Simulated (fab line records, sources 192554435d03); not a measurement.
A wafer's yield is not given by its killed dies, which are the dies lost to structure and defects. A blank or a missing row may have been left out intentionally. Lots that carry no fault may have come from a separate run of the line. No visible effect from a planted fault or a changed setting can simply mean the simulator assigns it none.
Chamber matching | flow n5Finfet | N5_BEOL_M2_ETCH_69 on rieDiel-06 has 4 sister chambers
The step etches SiARC in CF4, target depth 15.6 nm, time 26 s. 14 wafers are shown with their chamber, then 7 later ones without.

== WAFERS, EACH WITH ITS CHAMBER ==
wafer  | chamber | drypumpMotorCurrentA (A) | showerheadPlenumPTorr (Torr) | oesProductAu (a.u.)
L078.1 | 3       | 5.1                      | 2.10                         | 0.75
L078.2 | 0       | 5.2                      | 2.22                         | 0.62
L078.3 | 2       | 5.8                      | 2.18                         | 0.76
L079.2 | 3       | 5.1                      | 2.09                         | 0.73
L079.4 | 0       | 5.2                      | 2.22                         | 0.62
L079.5 | 2       | 5.8                      | 2.18                         | 0.76
L086.3 | 3       | 5.0                      | 2.09                         | 0.72
L086.4 | 1       | 6.3                      | 2.25                         | 0.77
L086.6 | 3       | 5.0                      | 2.09                         | 0.71
L085.2 | 2       | 5.8                      | 2.17                         | 0.74
L085.4 | 0       | 5.2                      | 2.21                         | 0.60
L085.6 | 0       | 5.2                      | 2.21                         | 0.60
L088.2 | 0       | 5.2                      | 2.21                         | 0.60
L088.4 | 1       | 6.3                      | 2.25                         | 0.76

SIGNATURES (means of the wafers above)
reading               | chamber 0 | chamber 1 | chamber 2 | chamber 3 | scatter within a chamber
drypumpMotorCurrentA  | 5.200     | 6.300     | 5.800     | 5.050     | 0.0316
showerheadPlenumPTorr | 2.2140    | 2.2500    | 2.1767    | 2.0925    | 0.00512
oesProductAu          | 0.6080    | 0.7650    | 0.7533    | 0.7275    | 0.0129
Rule: distance of a wafer from a chamber = root of the sum over the readings of ((wafer's reading minus chamber's mean) / reading's scatter) squared. If the next closest chamber is less than 2 further off than the closest, the wafer can't be placed; otherwise it belongs to the closest. The scatter: the root of (the sum of the squares of (reading less its chamber's mean) over the shown wafers, divided by (wafers less chambers)).

== WAFERS WITH NO CHAMBER GIVEN ==
wafer  | drypumpMotorCurrentA (A) | showerheadPlenumPTorr (Torr) | oesProductAu (a.u.)
L088.6 | 5.2                      | 2.21                         | 0.60
L090.2 | 5.2                      | 2.21                         | 0.60
L090.3 | 6.3                      | 2.25                         | 0.76
L090.5 | 5.8                      | 2.17                         | 0.74
L094.2 | 5.8                      | 2.16                         | 0.72
L094.4 | 5.2                      | 2.20                         | 0.59
L094.5 | 5.2                      | 2.20                         | 0.59

== EACH ONE'S CHAMBER ==
wafer  | from the rows above | in truth
L088.6 | 0                   | 0
L090.2 | 0                   | 0
L090.3 | 1                   | 1
L090.5 | 2                   | 2
L094.2 | 2                   | 2
L094.4 | 0                   | 0
L094.5 | 0                   | 0
Placed correctly: 7 of 7. Left unplaced by these rows: 0. Wrongly placed: 0.
